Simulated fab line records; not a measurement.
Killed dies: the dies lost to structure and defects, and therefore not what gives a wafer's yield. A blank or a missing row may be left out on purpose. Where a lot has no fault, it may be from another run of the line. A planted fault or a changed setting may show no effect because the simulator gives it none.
Chamber matching    flow n5_finfet    N5_BEOL_M8_DESCUM_16 on rie_diel-06 has 4 sister chambers
The step chemistry O2, time 7.9 s. 14 wafers are shown with their chamber, then 7 later ones without.

## EACH WAFER AND ITS CHAMBER
wafer   chamber  drypump_motor_current_A (A)  throttle_valve_pct (%)  rf_fwd_power_W (W)
L088.1  1        5.43                         20.36                   49.09
L088.4  3        5.94                         20.72                   49.33
L088.5  3        5.93                         20.71                   49.22
L087.1  0        5.98                         20.22                   49.47
L087.2  3        5.93                         20.71                   49.47
L087.3  2        5.54                         20.34                   49.60
L089.2  0        6.04                         20.21                   49.64
L089.5  1        5.40                         20.38                   49.33
L089.6  0        6.07                         20.21                   49.55
L091.1  2        5.54                         20.37                   49.85
L091.3  1        5.42                         20.38                   49.18
L091.5  1        5.41                         20.40                   49.47
L094.2  3        5.93                         20.26                   49.48
L094.4  0        6.00                         20.24                   49.53

SIGNATURES (means of the wafers above)
reading                  chamber 0  chamber 1  chamber 2  chamber 3  scatter within a chamber
drypump_motor_current_A  6.0225     5.4150     5.5400     5.9325     0.0233
throttle_valve_pct       20.2200    20.3800    20.3550    20.6000    0.125
rf_fwd_power_W           49.5475    49.2675    49.7250    49.3750    0.133
Rule: for a wafer and a chamber, the distance is found by dividing, reading by reading, the gap between the wafer's reading and the chamber's mean by the reading's scatter, squaring, summing and taking the root. The wafer belongs to the nearest chamber; if the next one is less than 2 further off, it can't be placed. The scatter: the root of (the sum of the squares of (reading less its chamber's mean) over the shown wafers, divided by (wafers less chambers)).

## WAFERS MISSING THEIR CHAMBER
wafer   drypump_motor_current_A (A)  throttle_valve_pct (%)  rf_fwd_power_W (W)
L094.6  5.94                         20.27                   49.76
L093.3  6.03                         20.24                   49.54
L093.5  5.92                         20.25                   49.10
L093.6  5.53                         20.39                   49.47
L095.1  5.40                         20.41                   49.15
L095.2  5.56                         20.38                   49.64
L095.4  5.55                         20.40                   49.65

## WHICH CHAMBER EACH WENT THROUGH
wafer   from the rows above      in truth
L094.6  can't be placed: 0 or 3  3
L093.3  0                        0
L093.5  3                        3
L093.6  2                        2
L095.1  1                        1
L095.2  2                        2
L095.4  2                        2
6 of 7 placed correctly. Unplaceable from these rows: 1, with the true chamber sitting among the candidates in 1. Wrongly placed: 0.
